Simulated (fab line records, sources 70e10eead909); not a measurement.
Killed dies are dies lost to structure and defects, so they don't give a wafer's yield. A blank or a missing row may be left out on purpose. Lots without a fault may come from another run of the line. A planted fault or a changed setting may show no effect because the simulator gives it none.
Which tool did it? | flow nand_harc | 24 lots, 72 wafers sampled, at 6 steps of a route of 1159

WHAT THE GAUGES READ, wafer by wafer
NHARC_P_STI_OVL_MEAS_10.
lot  | measured    | on         | overlay_x_nm (nm) | overlay_y_nm (nm)
L074 | day 2 11:55 | overlay-02 | 7 8 7             | -5 -5 -5
L075 | day 2 23:32 | overlay-01 | 7 6 6             | -1 -1 -1
L076 | day 2 23:30 | overlay-02 | -8 -8 -7          | 1 1 1
L077 | day 3 11:27 | overlay-01 | -7 -7 -7          | -12 -12 -13
L078 | day 3 11:37 | overlay-02 | 8 9 8             | 19 19 19
L079 | day 3 17:39 | overlay-02 | 9 10 9            | -5 -6 -5
L080 | day 3 23:32 | overlay-01 | -1 -2 -1          | -5 -5 -4
L081 | day 4 06:50 | overlay-02 | -1 -1 0           | 2 3 2
L082 | day 4 10:59 | overlay-02 | -6 -6 -6          | -1 -1 -1
L083 | day 4 16:59 | overlay-02 | -13 -13 -12       | 3 3 3
L084 | day 4 23:04 | overlay-01 | -6 -6 -6          | 3 3 3
L085 | day 5 04:58 | overlay-01 | 6 6 6             | 1 1 1
L086 | day 5 13:50 | overlay-02 | -5 -5 -6          | -4 -4 -3
L087 | day 5 13:40 | overlay-02 | -10 -10 -10       | 5 4 5
L088 | day 6 00:36 | overlay-02 | -2 -2 -2          | -8 -8 -8
L089 | day 6 04:50 | overlay-02 | -5 -5 -5          | 4 5 4
L090 | day 6 11:56 | overlay-02 | -10 -10 -10       | -5 -5 -5
L091 | day 6 17:10 | overlay-02 | -2 -3 -2          | -4 -3 -4
L092 | day 7 08:23 | overlay-01 | -1 -1 -1          | 3 3 2
L093 | day 7 08:14 | overlay-02 | -10 -10 -11       | -17 -17 -16
L094 | day 7 08:25 | overlay-01 | 5 5 5             | -12 -12 -13
L095 | day 7 18:38 | overlay-02 | 7 7 7             | 0 0 0
L096 | day 7 22:58 | overlay-01 | 0 0 0             | -2 0 -1
L097 | day 8 06:38 | overlay-01 | 0 0 0             | -8 -9 -9

NHARC_P_CONTACT_OVL_MEAS_13.
lot  | measured     | on         | overlay_x_nm (nm) | overlay_y_nm (nm)
L074 | day 5 15:52  | overlay-02 | -2.0 -2.1 -1.3    | 0.3 -0.7 -0.4
L075 | day 5 21:48  | overlay-02 | 0.0 0.2 -0.4      | -0.6 -0.5 -0.3
L076 | day 5 22:31  | overlay-02 | 0.4 0.3 0.0       | -0.9 -0.5 -0.7
L077 | day 6 14:07  | overlay-02 | 1.9 1.3 1.5       | -0.3 -0.4 -0.6
L078 | day 6 15:00  | overlay-02 | 0.8 0.2 0.3       | -1.2 -1.5 -1.2
L079 | day 6 19:35  | overlay-02 | 0.2 0.2 -0.5      | 1.0 0.6 1.4
L080 | day 7 07:23  | overlay-01 | 0.2 -0.4 -0.1     | -0.2 -0.3 -0.2
L081 | day 7 16:37  | overlay-02 | 0.2 -0.2 0.3      | 0.3 0.3 0.0
L082 | day 7 11:59  | overlay-02 | 1.2 1.0 1.0       | -1.3 -1.2 -0.9
L083 | day 7 20:02  | overlay-01 | 1.5 2.0 1.7       | -1.1 -0.2 -0.5
L084 | day 8 02:45  | overlay-02 | -0.3 -0.8 -0.1    | -1.4 -1.4 -1.3
L085 | day 8 10:37  | overlay-01 | 1.2 1.4 1.2       | 1.4 0.8 0.7
L086 | day 8 19:17  | overlay-02 | 0.3 0.1 0.5       | -1.1 -1.5 -0.4
L087 | day 8 20:06  | overlay-01 | -0.2 -0.5 -0.4    | 0.6 1.1 0.6
L088 | day 9 03:35  | overlay-01 | -0.2 -0.9 -0.4    | 0.9 0.7 0.8
L089 | day 9 04:23  | overlay-02 | 0.1 0.5 0.1       | 0.8 0.8 0.8
L090 | day 9 15:38  | overlay-01 | 0.1 -0.4 0.4      | 0.3 0.4 0.9
L091 | day 10 01:52 | overlay-01 | 0.2 0.4 -0.6      | 0.1 0.2 -0.4
L092 | day 10 10:49 | overlay-02 | 1.3 0.9 1.1       | 0.4 0.1 0.5
L093 | day 10 10:39 | overlay-01 | -0.7 -0.5 -1.1    | 0.8 0.4 -0.3
L094 | day 10 09:52 | overlay-01 | -0.5 0.1 0.1      | -0.9 -0.5 -1.0
L095 | day 10 21:22 | overlay-02 | -2.7 -2.8 -3.0    | 1.8 1.7 1.4
L096 | day 11 03:15 | overlay-02 | 1.4 1.4 2.1       | 0.4 0.0 -0.4
L097 | day 11 11:20 | overlay-01 | -0.2 -1.1 -0.4    | -0.3 -0.7 -0.1

NHARC_P_M1_INSPECT_11.
lot  | measured     | on                | raw_defect_count
L074 | day 6 00:44  | defect_inspect-01 | 5 2 4
L075 | day 6 09:25  | defect_inspect-02 | 8 5 1
L076 | day 6 09:47  | defect_inspect-01 | 8 3 3
L077 | day 7 02:05  | defect_inspect-02 | 3 2 3
L078 | day 7 02:37  | defect_inspect-02 | 3 2 2
L079 | day 7 08:23  | defect_inspect-01 | 6 4 0
L080 | day 7 15:58  | defect_inspect-01 | 4 3 12
L081 | day 8 04:32  | defect_inspect-01 | 2 1 5
L082 | day 7 20:53  | defect_inspect-02 | 5 3 1
L083 | day 8 10:03  | defect_inspect-01 | 4 5 5
L084 | day 8 14:58  | defect_inspect-02 | 5 1 8
L085 | day 9 03:22  | defect_inspect-02 | 2 4 1
L086 | day 9 04:53  | defect_inspect-01 | 5 5 6
L087 | day 9 04:35  | defect_inspect-02 | 1 1 5
L088 | day 9 18:38  | defect_inspect-01 | 3 1 1
L089 | day 9 19:37  | defect_inspect-02 | 4 2 3
L090 | day 10 04:31 | defect_inspect-02 | 2 8 3
L091 | day 10 10:04 | defect_inspect-02 | 1 5 4
L092 | day 11 03:51 | defect_inspect-01 | 3 1 5
L093 | day 11 03:24 | defect_inspect-01 | 2 2 4
L094 | day 10 18:04 | defect_inspect-01 | 2 2 3
L095 | day 11 05:47 | defect_inspect-01 | 5 2 5
L096 | day 11 11:37 | defect_inspect-02 | 4 7 3
L097 | day 11 19:35 | defect_inspect-01 | 3 4 3

WHICH TOOL RAN EACH LOT (tool, then ch and the chambers of the sampled wafers, then the start)
lot  | NHARC_P_ZERO_WELL_DESCUM_54       | NHARC_P_GATE_STRIP_95                | NHARC_P_CONTACT_CMP_01
L074 | rie_diel-10 ch 0,1,3, day 1 17:49 | plasma_asher-02 ch 0,1, day 5 12:20  | cmp-04 ch 0,1,2, day 5 14:56
L075 | rie_diel-05 ch 0,1,2, day 1 23:49 | plasma_asher-01 ch 0,1, day 5 18:02  | cmp-04 ch 0,1,2, day 5 20:56
L076 | rie_diel-05 ch 1,2, day 2 06:17   | plasma_asher-02 ch 0, day 5 18:59    | cmp-04 ch 0,2,3, day 5 21:43
L077 | rie_diel-10 ch 1,2, day 2 11:56   | plasma_asher-02 ch 0,1, day 6 10:32  | cmp-03 ch 2,3, day 6 13:11
L078 | rie_diel-06 ch 0,2, day 2 18:04   | plasma_asher-02 ch 1, day 6 11:18    | cmp-01 ch 1,3, day 6 14:06
L079 | rie_diel-06 ch 0,1,2, day 2 23:53 | plasma_asher-02 ch 0,1, day 6 16:08  | cmp-01 ch 0,2,3, day 6 18:47
L080 | rie_diel-05 ch 1,2,3, day 3 06:26 | plasma_asher-02 ch 0,1, day 7 03:50  | cmp-04 ch 0,3, day 7 06:29
L081 | rie_diel-05 ch 0,1,2, day 3 12:05 | plasma_asher-02 ch 0,1, day 7 12:55  | cmp-04 ch 2,3, day 7 15:50
L082 | rie_diel-05 ch 1,2,3, day 3 17:50 | plasma_asher-02 ch 0,1, day 7 08:29  | cmp-01 ch 1,2, day 7 11:03
L083 | rie_diel-10 ch 0,2, day 3 23:49   | plasma_asher-02 ch 0, day 7 16:30    | cmp-04 ch 0,1,2, day 7 19:10
L084 | rie_diel-06 ch 0,2, day 4 05:55   | plasma_asher-02 ch 0,1, day 7 23:13  | cmp-03 ch 0,3, day 8 01:52
L085 | rie_diel-10 ch 2,3, day 4 11:39   | plasma_asher-02 ch 0,1, day 8 07:07  | cmp-03 ch 0,2, day 8 09:42
L086 | rie_diel-10 ch 0,1,3, day 4 18:08 | plasma_asher-01 ch 0,1, day 8 15:47  | cmp-03 ch 0,1,3, day 8 18:29
L087 | rie_diel-06 ch 0,1,2, day 4 23:47 | plasma_asher-01 ch 0,1, day 8 16:34  | cmp-01 ch 0,2,3, day 8 19:19
L088 | rie_diel-06 ch 0,1,3, day 5 06:08 | plasma_asher-01 ch 0,1, day 8 23:47  | cmp-04 ch 0,3, day 9 02:40
L089 | rie_diel-05 ch 1,2, day 5 11:40   | plasma_asher-01 ch 0,1, day 9 00:42  | cmp-03 ch 0,1, day 9 03:34
L090 | rie_diel-06 ch 2,3, day 5 17:58   | plasma_asher-02 ch 1, day 9 12:13    | cmp-03 ch 0,1, day 9 14:51
L091 | rie_diel-10 ch 0,1,3, day 6 00:04 | plasma_asher-01 ch 0,1, day 9 22:28  | cmp-04 ch 2,3, day 10 01:05
L092 | rie_diel-10 ch 2,3, day 6 05:54   | plasma_asher-01 ch 0,1, day 10 06:43 | cmp-03 ch 1,2,3, day 10 09:57
L093 | rie_diel-05 ch 0,1, day 6 11:49   | plasma_asher-02 ch 0,1, day 10 06:44 | cmp-01 ch 2,3, day 10 09:45
L094 | rie_diel-05 ch 0,1, day 6 18:04   | plasma_asher-02 ch 0,1, day 10 05:56 | cmp-03 ch 1,2,3, day 10 09:00
L095 | rie_diel-05 ch 0,1,3, day 6 23:55 | plasma_asher-01 ch 0,1, day 10 17:21 | cmp-01 ch 0,1,3, day 10 20:26
L096 | rie_diel-10 ch 0,1, day 7 05:56   | plasma_asher-01 ch 0,1, day 10 23:11 | cmp-03 ch 1,2,3, day 11 02:24
L097 | rie_diel-05 ch 0,2, day 7 11:55   | plasma_asher-01 ch 0,1, day 11 07:44 | cmp-01 ch 1,2,3, day 11 10:35
- NHARC_P_ZERO_WELL_DESCUM_54: chemistry O2, time 3 s.
- NHARC_P_GATE_STRIP_95: strips in O2.
- NHARC_P_CONTACT_CMP_01: polishes SiO2, target thk 200 nm.

WHAT THE TOOLS THEMSELVES READ (means of the sampled wafers that have a number; where no wafer has one, the mark that the record gives instead)
NHARC_P_ZERO_WELL_DESCUM_54.
lot  | tool        | drypump_motor_current_A (A) | o2_flow_sccm (sccm) | oes_product_au (a.u.) | rf_vpp_V (V) | showerhead_plenum_p_Torr (Torr) | throttle_valve_pct (%)
L074 | rie_diel-10 | 5.7                         | 199.4               | 1.014                 | 56.8         | 1.92                            | 11.313
L075 | rie_diel-05 | 6.0                         | 199.9               | 1.001                 | 57.4         | 1.94                            | 11.311
L076 | rie_diel-05 | 6.3                         | 199.7               | 0.996                 | 58.0         | 2.00                            | 11.310
L077 | rie_diel-10 | 5.9                         | 200.5               | 0.983                 | 57.0         | 1.85                            | 11.312
L078 | rie_diel-06 | 5.9                         | 200.3               | 1.011                 | 58.1         | 1.93                            | 11.315
L079 | rie_diel-06 | 6.0                         | 200.7               | 1.008                 | 57.7         | 1.89                            | 11.309
L080 | rie_diel-05 | 5.9                         | 199.9               | 0.996                 | 58.0         | 2.01                            | 11.309
L081 | rie_diel-05 | 6.1                         | 199.7               | 1.003                 | 57.4         | 1.94                            | 11.313
L082 | rie_diel-05 | 5.9                         | 200.9               | 0.999                 | 58.4         | 2.01                            | 11.305
L083 | rie_diel-10 | 6.0                         | 200.2               | 0.989                 | 57.7         | 1.83                            | 11.307
L084 | rie_diel-06 | 5.9                         | 200.1               | 1.000                 | 57.5         | 1.93                            | 11.314
L085 | rie_diel-10 | 5.8                         | 200.0               | 0.990                 | 57.2         | 1.91                            | 11.315
L086 | rie_diel-10 | 5.7                         | 199.4               | 0.995                 | 58.2         | 1.92                            | 11.314
L087 | rie_diel-06 | 6.0                         | 200.2               | 0.979                 | 57.7         | 1.89                            | 11.311
L088 | rie_diel-06 | 6.1                         | 200.2               | 0.986                 | 57.1         | 1.84                            | 11.316
L089 | rie_diel-05 | 6.3                         | 200.2               | 0.995                 | 58.4         | 2.00                            | 11.306
L090 | rie_diel-06 | 5.9                         | 200.1               | 0.986                 | 57.0         | 1.83                            | 11.306
L091 | rie_diel-10 | 5.7                         | 200.1               | 1.000                 | 58.8         | 1.91                            | 11.299
L092 | rie_diel-10 | 5.8                         | 199.9               | 0.996                 | 57.8         | 1.91                            | 11.309
L093 | rie_diel-05 | 5.8                         | 200.1               | 1.005                 | 57.8         | 1.88                            | 11.314
L094 | rie_diel-05 | 6.1                         | 200.9               | 0.990                 | 57.0         | 1.96                            | 11.309
L095 | rie_diel-05 | 5.6                         | 200.6               | 0.997                 | 57.9         | 1.95                            | 11.312
L096 | rie_diel-10 | 5.8                         | 199.7               | 1.000                 | 56.9         | 1.86                            | 11.317
L097 | rie_diel-05 | 6.0                         | 199.7               | 1.002                 | 58.1         | 1.93                            | 11.316

NHARC_P_GATE_STRIP_95.
lot  | tool            | drypump_motor_current_A (A) | heater_power_w (W)
L074 | plasma_asher-02 | 6.2                         | 296
L075 | plasma_asher-01 | 5.7                         | 340
L076 | plasma_asher-02 | 6.2                         | 312
L077 | plasma_asher-02 | 6.2                         | 279
L078 | plasma_asher-02 | 6.2                         | 265
L079 | plasma_asher-02 | 6.2                         | 278
L080 | plasma_asher-02 | 6.2                         | 273
L081 | plasma_asher-02 | 6.2                         | 299
L082 | plasma_asher-02 | 6.2                         | 283
L083 | plasma_asher-02 | 6.2                         | 314
L084 | plasma_asher-02 | 6.2                         | 295
L085 | plasma_asher-02 | 6.2                         | 295
L086 | plasma_asher-01 | 5.7                         | 333
L087 | plasma_asher-01 | 5.7                         | 342
L088 | plasma_asher-01 | 5.5                         | 328
L089 | plasma_asher-01 | 5.5                         | 333
L090 | plasma_asher-02 | 6.2                         | 253
L091 | plasma_asher-01 | 5.5                         | 328
L092 | plasma_asher-01 | 5.7                         | 344
L093 | plasma_asher-02 | 6.2                         | 297
L094 | plasma_asher-02 | 6.2                         | 273
L095 | plasma_asher-01 | 5.5                         | 329
L096 | plasma_asher-01 | 5.5                         | 329
L097 | plasma_asher-01 | 5.7                         | 339

NHARC_P_CONTACT_CMP_01.
lot  | tool   | motor_current_A (A)
L074 | cmp-04 | 12.5
L075 | cmp-04 | 12.9
L076 | cmp-04 | 12.1
L077 | cmp-03 | 12.5
L078 | cmp-01 | 11.5
L079 | cmp-01 | 11.8
L080 | cmp-04 | 11.0
L081 | cmp-04 | 10.9
L082 | cmp-01 | 11.7
L083 | cmp-04 | 12.8
L084 | cmp-03 | 11.3
L085 | cmp-03 | 13.5
L086 | cmp-03 | 11.4
L087 | cmp-01 | 12.3
L088 | cmp-04 | 11.1
L089 | cmp-03 | 12.0
L090 | cmp-03 | 11.6
L091 | cmp-04 | 11.7
L092 | cmp-03 | 12.1
L093 | cmp-01 | 11.8
L094 | cmp-03 | 11.7
L095 | cmp-01 | 11.6
L096 | cmp-03 | 11.9
L097 | cmp-01 | 11.9

THE ANSWER, worked out from the rows above alone
Rule: what is usual is taken from the lots themselves. Put in order of their means at a reading, lots are off if they are a third of the lots or fewer, leave a main group of 4 or more, and stand apart from it by a gap of 3 or more times the standard deviation of the main group's means; of several such gaps the widest counts. A main group whose means are all the same, to the digits that the tables above print for the reading, isn't used. A lot without any number at a reading at which 4 lots or more have one is off too. The other lots that the step has rows for count as sound. The gauges are gone through in route order, then the tools' own readings, and for those a lot's mean is taken as printed above. The first step at which some lot is off is used, and at that step the reading that is off furthest; a lot without a number counts as furthest.
No lot is off at any reading shown: from this, nothing can be told.

WHAT THE SIMULATOR HAD PUT IN
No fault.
